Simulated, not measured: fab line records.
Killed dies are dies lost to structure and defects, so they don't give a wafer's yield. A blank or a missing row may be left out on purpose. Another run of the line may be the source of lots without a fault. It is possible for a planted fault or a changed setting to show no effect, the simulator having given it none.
Which tool was responsible? :: flow nandHarc :: 36 wafers from 12 lots sampled at 5 of the route's 1159 steps

## WHAT THE GAUGES READ, wafer by wafer
NHARC_A_CONTACT_CD_MEAS_15.
lot: L460
measured: day 16 23:56
on: cdSem-01
cdNm (nm): 89.5 88.9 89.2

lot: L461
measured: day 17 09:07
on: cdSem-01
cdNm (nm): 89.9 89.7 89.1

lot: L462
measured: day 17 13:29
on: cdSem-01
cdNm (nm): 90.0 89.8 90.4

lot: L465
measured: day 18 05:59
on: cdSem-01
cdNm (nm): 89.6 89.8 89.5

lot: L471
measured: day 19 05:00
on: cdSem-03
cdNm (nm): 89.9 89.1 89.9

lot: L470
measured: day 19 14:29
on: cdSem-02
cdNm (nm): 89.7 90.1 89.1

lot: L472
measured: day 19 22:10
on: cdSem-01
cdNm (nm): 90.2 90.5 89.2

lot: L479
measured: day 21 17:56
on: cdSem-02
cdNm (nm): 90.2 89.8 89.9

lot: L480
measured: day 21 21:12
on: cdSem-03
cdNm (nm): 90.1 90.5 89.9

lot: L481
measured: day 22 01:44
on: cdSem-03
cdNm (nm): 88.9 89.9 89.7

lot: L483
measured: day 22 16:35
on: cdSem-03
cdNm (nm): 90.1 90.5 89.7

lot: L482
measured: day 23 07:16
on: cdSem-01
cdNm (nm): 89.9 90.3 89.7

NHARC_END_SORT_01.
lot: L470
measured: day 21 19:40
on: prober-01
killedAtArray: 669 669 671
killedAtOther: 0 0 0
killedAtPeriphery: 8 8 6
killedDies: 677 677 677
killedOpen: 5 2 5
killedShort: 2 1 3

lot: L472
measured: day 22 00:13
on: prober-02
killedAtArray: 675 671 675
killedAtOther: 0 2 0
killedAtPeriphery: 2 4 2
killedDies: 677 677 677
killedOpen: 3 4 4
killedShort: 2 6 0

lot: L480
measured: day 24 06:23
on: prober-02
killedAtArray: 53 52 40
killedAtOther: 1 1 1
killedAtPeriphery: 2 1 1
killedDies: 56 54 42
killedOpen: 1 2 2
killedShort: 4 2 0

lot: L483
measured: day 24 22:18
on: prober-02
killedAtArray: 14 20 11
killedAtOther: 2 3 2
killedAtPeriphery: 9 6 7
killedDies: 25 29 20
killedOpen: 4 2 3
killedShort: 0 2 0

## EACH LOT AND THE TOOL THAT RAN IT (in order: tool; ch and the chambers of the sampled wafers; start)
lot: L460
NHARC_A_CONTACT_ETCH_31: rieDiel-07 ch 1,2,3, day 16 22:13
NHARC_A_CONTACT_ETCH_137: harCapEtch-03 ch 0,1, day 16 23:05
NHARC_A_CONTACT_ETCH_98: rieDiel-08 ch 2,3, day 16 23:56 or earlier

lot: L461
NHARC_A_CONTACT_ETCH_31: rieDiel-08 ch 1,2,3, day 17 07:25
NHARC_A_CONTACT_ETCH_137: harCapEtch-02 ch 0,1, day 17 08:14
NHARC_A_CONTACT_ETCH_98: rieDiel-08 ch 0,1,2, day 17 09:07 or earlier

lot: L462
NHARC_A_CONTACT_ETCH_31: rieDiel-08 ch 0,1, day 17 11:49
NHARC_A_CONTACT_ETCH_137: harCapEtch-02 ch 0,1, day 17 12:41
NHARC_A_CONTACT_ETCH_98: rieDiel-08 ch 0,3, day 17 13:29 or earlier

lot: L465
NHARC_A_CONTACT_ETCH_31: rieDiel-05 ch 1,2, day 18 04:17
NHARC_A_CONTACT_ETCH_137: harCapEtch-01 ch 0, day 18 05:08
NHARC_A_CONTACT_ETCH_98: rieDiel-08 ch 0,1,2, day 18 05:59 or earlier

lot: L471
NHARC_A_CONTACT_ETCH_31: rieDiel-08 ch 0,2,3, day 19 03:17
NHARC_A_CONTACT_ETCH_137: harCapEtch-01 ch 0,1, day 19 04:06
NHARC_A_CONTACT_ETCH_98: rieDiel-08 ch 0,1,3, day 19 05:00 or earlier

lot: L470
NHARC_A_CONTACT_ETCH_31: rieDiel-07 ch 0,1,3, day 19 12:49
NHARC_A_CONTACT_ETCH_137: harCapEtch-03 ch 0,1, day 19 13:39
NHARC_A_CONTACT_ETCH_98: rieDiel-05 ch 1,2,3, day 19 14:29 or earlier

lot: L472
NHARC_A_CONTACT_ETCH_31: rieDiel-08 ch 0,2,3, day 19 20:27
NHARC_A_CONTACT_ETCH_137: harCapEtch-01 ch 0,1, day 19 21:17
NHARC_A_CONTACT_ETCH_98: rieDiel-05 ch 1,2,3, day 19 22:10 or earlier

lot: L479
NHARC_A_CONTACT_ETCH_31: rieDiel-08 ch 0,3, day 21 16:13
NHARC_A_CONTACT_ETCH_137: harCapEtch-02 ch 0,1, day 21 17:05
NHARC_A_CONTACT_ETCH_98: rieDiel-08 ch 0,1,3, day 21 17:56 or earlier

lot: L480
NHARC_A_CONTACT_ETCH_31: rieDiel-08 ch 0,1,3, day 21 19:31
NHARC_A_CONTACT_ETCH_137: harCapEtch-02 ch 0,1, day 21 20:20
NHARC_A_CONTACT_ETCH_98: rieDiel-07 ch 1,2,3, day 21 21:12 or earlier

lot: L481
NHARC_A_CONTACT_ETCH_31: rieDiel-07 ch 0,2,3, day 22 00:04
NHARC_A_CONTACT_ETCH_137: harCapEtch-01 ch 0,1, day 22 00:53
NHARC_A_CONTACT_ETCH_98: rieDiel-08 ch 0,2,3, day 22 01:44 or earlier

lot: L483
NHARC_A_CONTACT_ETCH_31: rieDiel-07 ch 0,3, day 22 14:36
NHARC_A_CONTACT_ETCH_137: harCapEtch-01 ch 0,1, day 22 15:37
NHARC_A_CONTACT_ETCH_98: rieDiel-08 ch 0,3, day 22 16:35 or earlier

lot: L482
NHARC_A_CONTACT_ETCH_31: rieDiel-08 ch 0,1,2, day 23 05:31
NHARC_A_CONTACT_ETCH_137: harCapEtch-03 ch 0,1, day 23 06:23
NHARC_A_CONTACT_ETCH_98: rieDiel-05 ch 0,1,2, day 23 07:16 or earlier
- NHARC_A_CONTACT_ETCH_31: etches the open film in O2/COS, target depth 2000 nm, time 520 s.
- NHARC_A_CONTACT_ETCH_137: etches the open film in C4F8/O2/Ar, time 132 s, target depth 1287 nm.
- NHARC_A_CONTACT_ETCH_98: etches the open film in C4F6/O2, target depth 20 nm, time 10 s.

## AS READ BY THE TOOLS THEMSELVES (means over the sampled wafers that have a number; for cases with no such wafer, the mark the record gives instead)
NHARC_A_CONTACT_ETCH_31.
lot: L460
tool: rieDiel-07
biasW (W): 300.5
chamberPressureMTorr (mTorr): 19.990
drypumpMotorCurrentA (A): 5.6
oesProductAu (a.u.): 1.000
rfVppV (V): 313.2
showerheadPlenumPTorr (Torr): 3.12
throttleValvePct (%): 28.334

lot: L461
tool: rieDiel-08
biasW (W): 300.1
chamberPressureMTorr (mTorr): 19.999
drypumpMotorCurrentA (A): 6.0
oesProductAu (a.u.): 1.006
rfVppV (V): 313.1
showerheadPlenumPTorr (Torr): 3.02
throttleValvePct (%): 28.328

lot: L462
tool: rieDiel-08
biasW (W): 299.5
chamberPressureMTorr (mTorr): 19.997
drypumpMotorCurrentA (A): 6.3
oesProductAu (a.u.): 0.999
rfVppV (V): 313.3
showerheadPlenumPTorr (Torr): 3.06
throttleValvePct (%): 28.336

lot: L465
tool: rieDiel-05
biasW (W): 299.9
chamberPressureMTorr (mTorr): 19.982
drypumpMotorCurrentA (A): 6.2
oesProductAu (a.u.): 1.007
rfVppV (V): 315.7
showerheadPlenumPTorr (Torr): 3.26
throttleValvePct (%): 28.330

lot: L471
tool: rieDiel-08
biasW (W): 299.7
chamberPressureMTorr (mTorr): 19.987
drypumpMotorCurrentA (A): 5.6
oesProductAu (a.u.): 1.007
rfVppV (V): 312.8
showerheadPlenumPTorr (Torr): 3.06
throttleValvePct (%): 28.329

lot: L470
tool: rieDiel-07
biasW (W): -
chamberPressureMTorr (mTorr): -
drypumpMotorCurrentA (A): -
oesProductAu (a.u.): -
rfVppV (V): -
showerheadPlenumPTorr (Torr): -
throttleValvePct (%): -

lot: L472
tool: rieDiel-08
biasW (W): -
chamberPressureMTorr (mTorr): -
drypumpMotorCurrentA (A): -
oesProductAu (a.u.): -
rfVppV (V): -
showerheadPlenumPTorr (Torr): -
throttleValvePct (%): -

lot: L479
tool: rieDiel-08
biasW (W): 298.9
chamberPressureMTorr (mTorr): 20.030
drypumpMotorCurrentA (A): 5.5
oesProductAu (a.u.): 0.995
rfVppV (V): 312.9
showerheadPlenumPTorr (Torr): 3.06
throttleValvePct (%): 28.330

lot: L480
tool: rieDiel-08
biasW (W): 299.6
chamberPressureMTorr (mTorr): 19.998
drypumpMotorCurrentA (A): 5.8
oesProductAu (a.u.): 1.003
rfVppV (V): 312.4
showerheadPlenumPTorr (Torr): 3.03
throttleValvePct (%): 28.329

lot: L481
tool: rieDiel-07
biasW (W): 299.7
chamberPressureMTorr (mTorr): 20.021
drypumpMotorCurrentA (A): 5.3
oesProductAu (a.u.): 0.991
rfVppV (V): 314.9
showerheadPlenumPTorr (Torr): 3.14
throttleValvePct (%): 28.330

lot: L483
tool: rieDiel-07
biasW (W): 299.4
chamberPressureMTorr (mTorr): 20.006
drypumpMotorCurrentA (A): 5.6
oesProductAu (a.u.): 0.990
rfVppV (V): 315.8
showerheadPlenumPTorr (Torr): 3.22
throttleValvePct (%): 28.323

lot: L482
tool: rieDiel-08
biasW (W): 299.7
chamberPressureMTorr (mTorr): 19.993
drypumpMotorCurrentA (A): 6.1
oesProductAu (a.u.): 0.993
rfVppV (V): 313.2
showerheadPlenumPTorr (Torr): 3.07
throttleValvePct (%): 28.329

NHARC_A_CONTACT_ETCH_137.
lot: L460
tool: harCapEtch-03
chamberPressureMTorr (mTorr): 19.996
oesAirLineAu (a.u.): 1.005

lot: L461
tool: harCapEtch-02
chamberPressureMTorr (mTorr): 19.994
oesAirLineAu (a.u.): 0.977

lot: L462
tool: harCapEtch-02
chamberPressureMTorr (mTorr): 19.993
oesAirLineAu (a.u.): 1.002

lot: L465
tool: harCapEtch-01
chamberPressureMTorr (mTorr): 20.015
oesAirLineAu (a.u.): 0.994

lot: L471
tool: harCapEtch-01
chamberPressureMTorr (mTorr): 19.963
oesAirLineAu (a.u.): 1.005

lot: L470
tool: harCapEtch-03
chamberPressureMTorr (mTorr): 20.008
oesAirLineAu (a.u.): 0.983

lot: L472
tool: harCapEtch-01
chamberPressureMTorr (mTorr): 20.007
oesAirLineAu (a.u.): 0.975

lot: L479
tool: harCapEtch-02
chamberPressureMTorr (mTorr): 19.996
oesAirLineAu (a.u.): 1.002

lot: L480
tool: harCapEtch-02
chamberPressureMTorr (mTorr): 19.991
oesAirLineAu (a.u.): 0.970

lot: L481
tool: harCapEtch-01
chamberPressureMTorr (mTorr): 19.985
oesAirLineAu (a.u.): 0.983

lot: L483
tool: harCapEtch-01
chamberPressureMTorr (mTorr): 20.013
oesAirLineAu (a.u.): 0.996

lot: L482
tool: harCapEtch-03
chamberPressureMTorr (mTorr): 19.988
oesAirLineAu (a.u.): 1.002

NHARC_A_CONTACT_ETCH_98.
lot: L460
tool: rieDiel-08
biasW (W): 500.3
c4f6FlowSccm (sccm): 24.98
drypumpMotorCurrentA (A): 5.5
oesProductAu (a.u.): 0.992
rfVppV (V): 544.2
showerheadPlenumPTorr (Torr): 3.78
throttleValvePct (%): 26.903

lot: L461
tool: rieDiel-08
biasW (W): 499.3
c4f6FlowSccm (sccm): 25.08
drypumpMotorCurrentA (A): 6.1
oesProductAu (a.u.): 0.971
rfVppV (V): 546.2
showerheadPlenumPTorr (Torr): 3.88
throttleValvePct (%): 26.909

lot: L462
tool: rieDiel-08
biasW (W): 498.8
c4f6FlowSccm (sccm): 25.03
drypumpMotorCurrentA (A): 5.5
oesProductAu (a.u.): 0.947
rfVppV (V): 546.4
showerheadPlenumPTorr (Torr): 3.87
throttleValvePct (%): 26.904

lot: L465
tool: rieDiel-08
biasW (W): 501.5
c4f6FlowSccm (sccm): 25.17
drypumpMotorCurrentA (A): 6.1
oesProductAu (a.u.): 0.943
rfVppV (V): 546.1
showerheadPlenumPTorr (Torr): 3.87
throttleValvePct (%): 26.908

lot: L471
tool: rieDiel-08
biasW (W): 500.1
c4f6FlowSccm (sccm): 24.94
drypumpMotorCurrentA (A): 5.7
oesProductAu (a.u.): 0.965
rfVppV (V): 545.0
showerheadPlenumPTorr (Torr): 3.82
throttleValvePct (%): 26.909

lot: L470
tool: rieDiel-05
biasW (W): 500.7
c4f6FlowSccm (sccm): 24.89
drypumpMotorCurrentA (A): 5.8
oesProductAu (a.u.): 1.002
rfVppV (V): 548.7
showerheadPlenumPTorr (Torr): 4.03
throttleValvePct (%): 26.905

lot: L472
tool: rieDiel-05
biasW (W): 498.8
c4f6FlowSccm (sccm): 25.03
drypumpMotorCurrentA (A): 5.8
oesProductAu (a.u.): 0.936
rfVppV (V): 549.8
showerheadPlenumPTorr (Torr): 4.03
throttleValvePct (%): 26.905

lot: L479
tool: rieDiel-08
biasW (W): 498.5
c4f6FlowSccm (sccm): 24.96
drypumpMotorCurrentA (A): 5.8
oesProductAu (a.u.): 0.943
rfVppV (V): 545.2
showerheadPlenumPTorr (Torr): 3.81
throttleValvePct (%): 26.912

lot: L480
tool: rieDiel-07
biasW (W): 500.2
c4f6FlowSccm (sccm): 25.04
drypumpMotorCurrentA (A): 5.6
oesProductAu (a.u.): 0.991
rfVppV (V): 547.0
showerheadPlenumPTorr (Torr): 3.90
throttleValvePct (%): 26.903

lot: L481
tool: rieDiel-08
biasW (W): 501.4
c4f6FlowSccm (sccm): 24.94
drypumpMotorCurrentA (A): 5.6
oesProductAu (a.u.): 0.938
rfVppV (V): 544.1
showerheadPlenumPTorr (Torr): 3.84
throttleValvePct (%): 26.903

lot: L483
tool: rieDiel-08
biasW (W): 498.2
c4f6FlowSccm (sccm): 24.96
drypumpMotorCurrentA (A): 5.3
oesProductAu (a.u.): 0.989
rfVppV (V): 544.1
showerheadPlenumPTorr (Torr): 3.78
throttleValvePct (%): 26.902

lot: L482
tool: rieDiel-05
biasW (W): 500.7
c4f6FlowSccm (sccm): 25.02
drypumpMotorCurrentA (A): 5.9
oesProductAu (a.u.): 1.002
rfVppV (V): 549.3
showerheadPlenumPTorr (Torr): 4.05
throttleValvePct (%): 26.893

## THE ANSWER, worked out from the rows above alone
Rule: the lots themselves supply what counts as usual. The widest of any qualifying gaps counts: lots, ordered by their means at a reading, are off when they make up no more than a third of the lots, leave a main group of 4 or more, and stand apart from it by 3 or more times the standard deviation of that group's means. Not used: any main group whose means are identical at the precision the tables above print for the reading. Also off: a lot with no number at a reading for which 4 or more lots have one. All remaining lots with rows at the step are treated as sound. After the gauges, taken in route order, come the tools' own readings; for these a lot's mean is taken, as printed above. At the first step where some lot is off, the reading lying furthest off is the one used; lots without a number count as furthest.
Off, at NHARC_A_CONTACT_ETCH_31 on biasW: L470, L472. Without a number there: L470, L472. Mean 299.7 W and standard deviation 0.4 in the main group.
If a tool, at that step or one of the process steps before it, ran each lot that is off and ran no sound lot following the first of them, it fits. Of those tried, none fits.

## WHAT THE SIMULATOR HAD INSERTED
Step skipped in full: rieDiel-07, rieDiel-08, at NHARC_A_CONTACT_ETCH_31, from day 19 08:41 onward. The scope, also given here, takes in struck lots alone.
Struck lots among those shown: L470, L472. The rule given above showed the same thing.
